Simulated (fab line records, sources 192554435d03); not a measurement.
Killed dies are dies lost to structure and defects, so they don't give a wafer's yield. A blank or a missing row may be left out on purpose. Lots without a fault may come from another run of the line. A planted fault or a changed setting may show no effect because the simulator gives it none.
fab line records | flow n5_finfet
record lots=4 wafers=12 last_day=16
route steps=1938 shown BEOL_M4@1099 BEOL_M5@1112 BEOL_M8@1335 PASSIVATION@1936
lots that met no fault: from a run of the same line without faults
start_h: hours from the record's first day to the start of the lot's first wafer shown | wait_h: hours since the lot's step before | " the same as in the row above | L1.1+2: a row that stands for several wafers | - no value, or no start given | * or withheld: withheld | < > ~ a bound
route shown NAME@n: a module of which the file shows steps, and the number in the route of the first | usual: mean/standard deviation of fault-free wafers | same: alike in all rows | chamber/n: place in a boat | sites: the reading at each site | _std_site: their standard deviation | _edge_site: outer sites' mean less inner sites' | radius_mm: how far each site lies from the wafer's centre | mask NAME#n: copy n | behind: the tool/chamber that last shaped the wafer | hold: why the lot was held/for how many hours/how that ended | device: the transistor (n, p or np) that didn't switch | end of line: the same wafers' tests at the end of the route | a step without rows: its recipe alone | killed: dies lost to structure and defects at the first sort, not the wafer's yield | map: a wafer's dies, x killed, . not, _ none there
set.NAME: the setting as run; set.NAME@STEP: as run at that earlier step | model.NAME: the simulator's own value behind a step, which no gauge read
lots at some steps of the route; a table a step, a row a wafer
services: from which hour (start_h, from the record's first day; less than 0 if before it) a tool's chamber was out of use, for how many hours, and why
## steps
# step N5_BEOL_M4_ANNEAL_95
# recipe temp_c=400 time_s=240 ambient=vacuum
# step N5_BEOL_M4_SPUTTER_96
# recipe material=Cu target_thk_a=45 temp_c=-20 chamber_pressure_pa=0.07 power_w=withheld time_s=8.29
# step N5_BEOL_M4_ECD_50
# recipe material=Cu target_thk_a=3000
# step N5_BEOL_M4_ANNEAL_51
# recipe temp_c=225 time_s=90 ambient=N2
# step N5_BEOL_M4_CMP_52
# recipe stop_on=SiOC t_overpolish_s=6.8 down_force_psi=1 platen_rpm=50 clearing_platen_down_force_psi=1.5 clearing_platen_rpm=50 post_cmp_clean=cu_alkaline target_thk_nm=40 clearing_platen_pad_velocity_m_s=0.99484 pad_velocity_m_s=0.99484
# step N5_BEOL_M4_PRE_CLEAN_60
# recipe gas=NH3/H2 time_s=15 temp_c=* rf_power_w=300
# step N5_BEOL_M4_CO_CAP_55
# recipe material=Co target_thk_a=20 temp_c=200 precursor=CCTBA/H2 pressure_torr=30 time_s=102.1
# step N5_BEOL_M4_PRE_CLEAN_56
# recipe gas=NH3 time_s=15 temp_c=withheld rf_power_w=300
# step N5_BEOL_M4_DEP_57
# recipe material=SiCN target_thk_a=80 temp_c=withheld precursor=3MS/NH3 pressure_torr=3 rf_w=202 time_s=14
# step N5_BEOL_M4_RC_MEAS_101
# usual DIBL_N=36.1/1.6 DIBL_P=35.7/1.8 IOFF_N=0.159/0.027 IOFF_P=0.21/0.03 ION_N=673/10 ION_P=462/7.4 SS_N=71.4/0.56 SS_P=73.2/0.61 VT_N=249.7/3 VT_P=-250/3.1
# columns lot.wafer tool chamber start_h wait_h DIBL_N[mV/V] DIBL_P[mV/V] IOFF_N[nA/um] IOFF_P[nA/um] ION_N[uA/um] ION_P[uA/um] SS_N[mV/dec] SS_P[mV/dec] VT_N[mV] VT_P[mV]
L523.1 prober-01 0 209.83 0.0 34.9 35.3 0.137 0.20 676 471 70.3 72.6 252.1 -249
L523.2 " 0 " " 36.3 36.4 0.147 0.20 677 464 71.5 73.2 250.0 -250
L523.5 " 0 " " 35.4 34.5 0.136 0.18 655 451 71.0 72.6 254.1 -253
L525.2 prober-02 0 227.44 0.2 34.4 33.7 0.118 0.18 658 457 71.3 72.5 252.9 -249
L525.4 " 0 " " 34.6 33.3 0.117 0.18 667 463 71.0 71.8 252.9 -250
L525.6 " 0 " " 36.6 35.8 0.153 0.22 660 463 71.8 73.2 250.9 -247
L527.4 prober-01 0 237.87 0.5 37.7 37.7 0.182 0.25 672 459 71.7 74.1 249.3 -246
L527.5 " 0 " " 34.0 31.8 0.114 0.16 661 456 71.4 72.5 254.6 -254
L527.6 " 0 " " 39.2 39.0 0.219 0.27 674 466 71.7 74.4 243.8 -246
L534.1 prober-02 0 282.78 0.0 37.0 35.5 0.168 0.20 664 462 72.1 72.5 246.6 -250
L534.3 " 0 " " 36.5 34.4 0.148 0.19 673 459 71.2 73.0 252.9 -251
L534.5 " 0 " " 35.6 32.1 0.128 0.16 649 445 72.3 72.1 256.6 -255
# step N5_BEOL_M5_ILD_DEP_00
# recipe material=SiCOH_lowk target_thk_a=1406.4 temp_c=300 precursor=DEMS/porogen pressure_torr=5 rf_w=500 time_s=25.9
# step N5_BEOL_M5_CURE_79
# recipe temp_c=385 time_s=240 ambient=He/Ar material=SiCOH_lowk
# step N5_BEOL_M5_PECVD_70
# recipe material=SiO2 target_thk_a=160 temp_c=400 precursor=TEOS/O2 pressure_torr=5.5 rf_w=450 teos_flow_sccm=53.8 gas=O2 flow_sccm=3000 time_s=18
# step N5_BEOL_M5_HM_DEP_02
# recipe material=TiN target_thk_a=200 temp_c=25 chamber_pressure_pa=0.49996
# step N5_BEOL_M5_COAT_59
# recipe resist=SOC temp_c=250 time_s=60 spin_rpm=1500 resist_thk_nm=60
# step N5_BEOL_M5_COAT_60
# recipe resist=SiARC temp_c=220 time_s=60 spin_rpm=1500 resist_thk_nm=12
# step N5_BEOL_M5_COAT_71
# recipe resist=underlayer temp_c=205 time_s=60 spin_rpm=1500 resist_thk_nm=5
# step N5_BEOL_M5_COAT_05
# recipe resist=CAR-EUV spin_rpm=1500 resist_thk_nm=30
# step N5_BEOL_M5_EBR_07
# recipe solvent=PGMEA ebr_width_mm=1.5
# step N5_BEOL_M5_SOFTBAKE_06
# recipe temp_c=110 time_s=60 resist=CAR-EUV
# step N5_BEOL_M5_EXPOSE_08
# recipe mask_id=M5 na=0.33 source_shape=annular sigma_inner=0.4 sigma_outer=0.8 polarization=unpolarized target_cd_nm=28 dose_mj=35.75
# step N5_BEOL_M5_PEB_09
# recipe peb_temp_c=100 peb_time_s=60 resist=CAR-EUV
# step N5_BEOL_M5_DEVELOP_10
# recipe develop_time_s=30 developer=TMAH resist=CAR-EUV rinse_liquid=surfactant_rinse dry=air_spin dev_temp_c=23
# step N5_BEOL_M5_DESCUM_16
# recipe chemistry=O2 time_s=7 source_power_w=50 bias_power_w=20 pressure_mtorr=20 rf_frequency_hz=2.712e+07 temp_c=40 resist=CAR-EUV o2_flow_sccm=225
# step N5_BEOL_M5_ETCH_72
# recipe chemistry=N2/H2 target=underlayer target_depth_a=65 mask_material=CAR-EUV time_s=5.2 ion_energy_ev=200 pressure_mtorr=30 source_w=840 bias_w=150 n2_flow_sccm=200 h2_flow_sccm=200 ends=cleared
# step N5_BEOL_M5_ETCH_61
# recipe chemistry=CF4 target=SiARC target_depth_a=156 mask_material=CAR-EUV time_s=26 ion_energy_ev=80 pressure_mtorr=40 source_w=545 bias_w=36 Ar_flow_sccm=100 cf4_flow_sccm=100 ends=cleared
# step N5_BEOL_M5_ETCH_62
# recipe chemistry=N2/H2 target=SOC target_depth_a=750 overetch_a=150 mask_material=SiARC temp_c=40 time_s=112.5 ion_energy_ev=200 pressure_mtorr=30 source_w=840 bias_w=150 n2_flow_sccm=200 h2_flow_sccm=200
# step N5_BEOL_M5_STRIP_63
# recipe chemistry=N2/H2 temp_c=40 n2_flow_sccm=200 h2_flow_sccm=200 rf_frequency_hz=6e+07
# step N5_BEOL_M5_STRIP_73
# recipe chemistry=N2/H2 temp_c=40 n2_flow_sccm=200 h2_flow_sccm=200 rf_frequency_hz=6e+07
# step N5_BEOL_M5_STRIP_64
# recipe chemistry=CF4 resist=SiARC power_w=300 bias_power_w=75 pressure_mtorr=50 cf4_flow_sccm=150 rf_frequency_hz=6e+07
# step N5_BEOL_M5_HM_OPEN_17
# recipe chemistry=Cl2/BCl3 target_depth_a=200 overetch_a=60 target=TiN mask_material=SOC ion_energy_ev=150 pressure_mtorr=10 icp_w=1000 bias_w=126 Cl2_flow_sccm=53.25 bcl3_flow_sccm=21.75 Ar_flow_sccm=25
# step N5_BEOL_M5_STRIP_19
# recipe chemistry=O2 power_w=400 temp_c=40 pressure_mtorr=30 rf_frequency_hz=6e+07 bias_power_w=0 overash_fraction=0.2 o2_flow_sccm=225
# step N5_BEOL_M5_COAT_65
# recipe resist=SOC temp_c=250 time_s=60 spin_rpm=1500 resist_thk_nm=60
# step N5_BEOL_M5_COAT_66
# recipe resist=SiARC temp_c=220 time_s=60 spin_rpm=1500 resist_thk_nm=12
# step N5_BEOL_M8_PECVD_70
# recipe material=SiO2 target_thk_a=200 temp_c=400 precursor=TEOS/O2 pressure_torr=5.5 rf_w=450 teos_flow_sccm=53.8 gas=O2 flow_sccm=3000 time_s=22.7
# usual chamber_pressure_Torr=5.499/0.011 heater_power_outer_w=420/61 heater_power_w=721/88 showerhead_plenum_p_Torr=8.78/0.049 showerhead_vpp_V=1329/92 throttle_valve_pct=21.8/0.87
# columns lot.wafer tool chamber start_h wait_h chamber_pressure_Torr heater_power_outer_w heater_power_w showerhead_plenum_p_Torr showerhead_vpp_V throttle_valve_pct
L523.1 pecvd-04 0 238.51 0.0 5.489 414 795 8.77 1384 22.4
L523.2 " 2 " " 5.491 374 636 8.78 1342 20.7
L523.5 " 2 " " 5.511 375 642 8.75 1315 20.7
L525.2 pecvd-04 2 272.18 0.0 - - - - - -
L525.4 " 2 " " - - - - - -
L525.6 " 0 " " - - - - - -
L527.4 pecvd-04 2 276.53 0.1 - - - - - -
L527.5 " 1 " " - - - - - -
L527.6 " 0 " " - - - - - -
L534.1 pecvd-01 0 312.65 0.0 5.510 460 725 8.88 1383 23.1
L534.3 " 2 " " 5.486 381 608 8.71 1369 20.5
L534.5 " 1 " " 5.489 300 605 8.76 1236 22.7
# step N5_PASSIVATION_PROBE_49
# usual defect_limited_yield=91.0/1.3 killed_at_M0_to_M3=33/10 killed_at_M4_up=14/5.6 killed_at_contacts=12/5.8 killed_at_front_end=43/11 killed_at_other=4.1/2.8 killed_dies=106/15 killed_on_rim=14/3.9 killed_open=70/12 killed_short=34/7.5 sort_bin_5_function=5.3/0.88 sort_bin_6_memory=3.3/0.64 sort_bin_8_speed=0.00/0.016 sort_n_pass=1074/15 sort_yield_pct=91.0/1.3
# same gross_dies=1180 killed_at_back_side=0 sort_bin_4_leakage[%]=0
# columns lot.wafer tool chamber start_h wait_h defect_limited_yield[%] killed_at_M0_to_M3 killed_at_M4_up killed_at_contacts killed_at_front_end killed_at_other killed_dies killed_on_rim killed_open killed_short sort_bin_5_function[%] sort_bin_6_memory[%] sort_bin_8_speed[%] sort_n_pass sort_yield_pct[%]
L523.1 prober-02 - 313.92 0.0 92.6 24 8 6 44 5 87 12 65 20 4.1 2.9 0 1093 92.6
L523.2 prober-02 - 313.97 0.1 93.6 24 4 5 40 2 75 6 49 24 3.6 2.5 0.08 1105 93.6
L523.5 prober-02 - 314.12 0.2 89.7 38 12 17 47 8 122 15 99 21 5.8 4.3 0 1058 89.7
L527.4 prober-01 - 340.87 0.2 64.1 28 348 10 38 0 424 11 63 32 31.3 4.5 0 756 64.1
L527.5 prober-01 - 340.92 0.2 63.3 38 348 7 38 2 433 98 57 38 33.1 3.3 0 747 63.3
L527.6 prober-01 - 340.97 0.3 62.8 41 359 5 29 5 439 31 73 28 33.1 3.9 0 741 62.8
L525.2 prober-02 - 341.36 0.1 64.4 41 323 2 48 6 420 24 76 34 31.4 4.1 0 760 64.4
L525.4 prober-02 - 341.46 0.2 61.7 27 362 12 48 3 452 23 79 34 34.2 3.5 0 728 61.7
L525.6 prober-02 - 341.56 0.3 61.4 44 346 7 50 8 455 24 82 39 34.6 3.4 0 725 61.4
L534.1 prober-02 - 380.16 0.0 92.4 22 14 24 28 2 90 13 59 30 4.7 2.8 0 1090 92.4
L534.3 prober-02 - 380.26 0.1 90.9 39 13 22 28 5 107 14 78 28 5.3 3.4 0 1073 90.9
L534.5 prober-02 - 380.36 0.2 90.5 46 4 20 38 4 112 16 73 38 5.8 3.6 0 1068 90.5
# killed by level:class
L523.1 FIN_SAQP:geometric_particle:open=14 STI_FIN_REVEAL:geometric_particle:open=11 BEOL_M1:geometric_particle:open=8 BEOL_M0_SAQP:geometric_particle:short=6 BEOL_M2:geometric_particle:open=5 DUMMY_GATE:geometric_particle:open=4 MOL_CONTACT_COAG:geometric_particle:open=4 BEOL_M0_SAQP:geometric_particle:open=4
L523.2 STI_FIN_REVEAL:geometric_particle:open=12 FIN_SAQP:geometric_particle:short=6 BEOL_M0_SAQP:geometric_particle:open=6 FIN_SAQP:geometric_particle:open=5 GATE_CUT:geometric_particle:short=5 BEOL_M1:geometric_particle:open=5 BEOL_M0_SAQP:geometric_particle:short=4 STARTING-WAFER:geometric_particle:open=4
L523.5 FIN_SAQP:geometric_particle:open=15 MOL_CONTACT_COAG:geometric_particle:open=14 STI_FIN_REVEAL:geometric_particle:open=13 BEOL_M0_SAQP:geometric_particle:open=8 BEOL_M3:geometric_particle:open=8 BEOL_M0:geometric_particle:open=6 BEOL_M1:geometric_particle:open=6 BEOL_M2:geometric_particle:open=6
L527.4 BEOL_M8:area_pecvd=327 FIN_SAQP:geometric_particle:short=8 MOL_CONTACT_COAG:geometric_particle:open=8 BEOL_M5:geometric_particle:open=8 BEOL_M0_SAQP:geometric_particle:open=7 FIN_SAQP:geometric_particle:open=6 BEOL_M3:geometric_particle:open=6 BEOL_M0_SAQP:geometric_particle:short=6
L527.5 BEOL_M8:area_pecvd=337 FIN_SAQP:geometric_particle:short=12 BEOL_M0_SAQP:geometric_particle:open=11 BEOL_M0_SAQP:geometric_particle:short=10 FIN_SAQP:geometric_particle:open=9 STI_FIN_REVEAL:geometric_particle:open=9 BEOL_M1:geometric_particle:open=7 MOL_CONTACT_COAG:geometric_particle:open=5
L527.6 BEOL_M8:area_pecvd=337 BEOL_M0_SAQP:geometric_particle:open=10 BEOL_M4:geometric_particle:open=10 BEOL_M0_SAQP:geometric_particle:short=8 BEOL_M1:geometric_particle:open=8 BEOL_M3:geometric_particle:open=6 DUMMY_GATE:geometric_particle:open=5 BEOL_M2:geometric_particle:open=5
L525.2 BEOL_M8:area_pecvd=309 STI_FIN_REVEAL:geometric_particle:open=16 BEOL_M3:geometric_particle:open=12 FIN_SAQP:geometric_particle:open=9 BEOL_M0_SAQP:geometric_particle:open=6 BEOL_M4:geometric_particle:open=6 BEOL_M0:geometric_particle:open=5 BEOL_M3:geometric_particle:short=5
L525.4 BEOL_M8:area_pecvd=339 FIN_SAQP:geometric_particle:open=15 MOL_CONTACT_COAG:geometric_particle:open=11 STI_FIN_REVEAL:geometric_particle:open=9 BEOL_M4:geometric_particle:open=7 FIN_SAQP:geometric_particle:short=6 BEOL_M0:geometric_particle:open=6 GATE_CUT:geometric_particle:short=5
L525.6 BEOL_M8:area_pecvd=331 FIN_SAQP:geometric_particle:open=13 BEOL_M0_SAQP:geometric_particle:short=10 FIN_SAQP:geometric_particle:short=9 STI_FIN_REVEAL:geometric_particle:open=9 BEOL_M0_SAQP:geometric_particle:open=9 BEOL_M0:geometric_particle:open=7 BEOL_M4:geometric_particle:open=7
L534.1 MOL_CONTACT_COAG:geometric_particle:open=18 STI_FIN_REVEAL:geometric_particle:open=8 BEOL_M3:geometric_particle:open=7 BEOL_M0_SAQP:geometric_particle:open=6 FIN_SAQP:geometric_particle:short=5 MOL_CONTACT_COAG:geometric_particle:short=5 BEOL_M5:geometric_particle:open=4 STI_FIN_REVEAL:geometric_particle:short=3
L534.3 MOL_CONTACT_COAG:geometric_particle:open=19 BEOL_M0_SAQP:geometric_particle:open=11 BEOL_M3:geometric_particle:open=8 STI_FIN_REVEAL:geometric_particle:open=7 BEOL_M1:geometric_particle:short=6 BEOL_M5:geometric_particle:open=6 BEOL_M0_SAQP:geometric_particle:short=4 FIN_SAQP:geometric_particle:open=3
L534.5 MOL_CONTACT_COAG:geometric_particle:open=15 BEOL_M3:geometric_particle:open=10 BEOL_M0_SAQP:geometric_particle:short=8 BEOL_M1:geometric_particle:open=7 FIN_SAQP:geometric_particle:open=6 STI_FIN_REVEAL:geometric_particle:open=6 MOL_CONTACT_COAG:geometric_particle:short=5 BEOL_M0_SAQP:geometric_particle:open=5
# map L525.6 (x killed, . not)
_________________..x.........________________
______________.............x.x.._____________
___________......................x.__________
__________..x..........x.xx..x.x...._________
________xx..............x..x.....xxx.x_______
_______.x...x.......x..x..xxxx.x...x...______
______......x...xx..x.x...x..x..x.x....._____
_____.....x.x..x...x...xxxxx.x....x.x....____
____.x.............xx.x..x.x.xx.x...xx....___
___.............xxxxx.xx.xxxx..xxxx..x.....__
___................x.x.xxxxxx..xxxx..x.....__
__........x.......x.x.xxxxxx..xx.xx.x..x.xx._
__x..........x.....x..xxxx.xxxxxx.xxx.xxx.xx_
_.x......x...xxx.x.xx.x..xxxx.x..x..x.x.x....
_...........xxx.xx.xxxxx.xxxxxx.xx.x.xxxxx..x
_.....xxxx..xx.xx..xxxxx.xxx.xxxxxxx.xxx..x.x
_........x...xx...xxxxx.xxxxxxxxxx.xxx..xxx..
_.....x......x.x....x..xxx.xxxx.xxxx.xxx.xx..
_...........xxxxx.xxxxxx.xxxxx.x..x.x.xxx....
_.....x.x..x.x...xx.xx.xxxxxx.x.xxxx.xx.xx...
_....x......xx...xx.xxxx.xxx.xx.xxxxx.x.....x
__.x......x.x..x..xx..xx.xxx.xxxxx.xxx.xx..._
__.x........xxx....xxx..xxx...xxxxxxxxx.xx.._
___..x...x........xxx.x.xxxxx.xxx...xx...xx__
___..xxx.......x....x.x...x.xx...xxx..x.xx.__
____...........x....xx......xxxxxxxx.xx...___
_____.....xx.......xxxx...xxxxxxxxxx.....____
______....x.........xx.x..xxx......x...._____
_______..x...x...x.x.xxx.xx...x...x....______
________...........xx.xx..x.x.xx...x.._______
__________....x.........xx...x......_________
___________x...x.x...x....x.x......__________
______________......x...x......._____________
_________________x...x...x...________________
# map L527.6 (x killed, . not)
_________________....x....x..________________
______________..xx......x.x....._____________
___________............xx..x.......__________
__________....................x....._________
________x...x..x.xx...........x.....x._______
_______......x............x...x.......x______
______..x..........x.x.x.x.xxxxx.xx..x.x_____
_____...........x....x.x...x...x..xx...xx____
____........x....xx......x...x..x....x..xx___
___.......x.x..xx...xxx..xxx....xx.x....x.x__
___.......x..x.x.x.x.xxxxxxxx.xxxxx.x......__
__.................x.x..xxxx.x.x.xx.x.x.xx.._
__.............x...x.xx.xxx.xxxxxx.xx.xx...._
_.xx.........xx.xxxx.xxxxxxxx.xx.xxx..x..x...
_..x.......x......xxx.xxxxxxxx.xxxx..xxxxx...
_.......x..x.xx..x....x.xxxxxxxxxxx.x...x....
_.............x..x..x.xxxxxx.xx.xx.xxxxx.x...
_.........x..xx...xx..x.xxx.xxxxxxxxxx..xxxx.
_...............x.xxxxxxxxx.xx.....xxxxxx.xx.
_.x..x..x...x.xxx..xxx.xxxxxxxx..xxx.x.x..x.x
_...........x...xxx..xxxxx.xx.xxxxx...x...xxx
__x...........xx....xxxxxxxxxxx.x.xx.x....xx_
__..........x.x...x.xxx.xxx.xx.x....x...xx.._
___.......xx....xx.xxxxxx.x.xxx.x.xxx..x...__
___x.........x..xxxxxx..x.x..xxx.x..x.x.xx.__
____....x...x...x.x.xxxxxxxxx.xx..x..x....___
_____.xx.x........xxx..x.x.xx..x...xxxxx.____
______......xx......x.x.x..xx.x..x......_____
_______....x........x.xx....xx.xxxx..x.______
________.........x...x.x.xx.xxx..xx.xx_______
__________.x...x........xxx........._________
___________......x..........x......__________
______________....x........x..xx_____________
_________________........x..x________________
## services
# columns tool chamber start_h hours kind
pecvd-01 2 237.14 7.1 repair
pecvd-04 - 285.39 1.9 repair
pecvd-01 - 286.63 6.0 pm
## key
first_sign step=N5_BEOL_M8_PECVD_70 reading=tool_record direction=missing
effect step=N5_PASSIVATION_PROBE_49 reading=killed_at_M4_up direction=up sigmas=59 usual=14 struck=348
more_kills_born_at N5_BEOL_M8_PECVD_70@pecvd-04=1980
met_at N5_BEOL_M8_PECVD_70
struck_wafers L525.2,L525.4,L525.6,L527.4,L527.5,L527.6
onset_between 238.51 272.18
fault kind=skipped_step_whole tool=pecvd-04 chamber=- onset_h=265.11 steps=N5_BEOL_M8_PECVD_70 scope=struck_lots_only
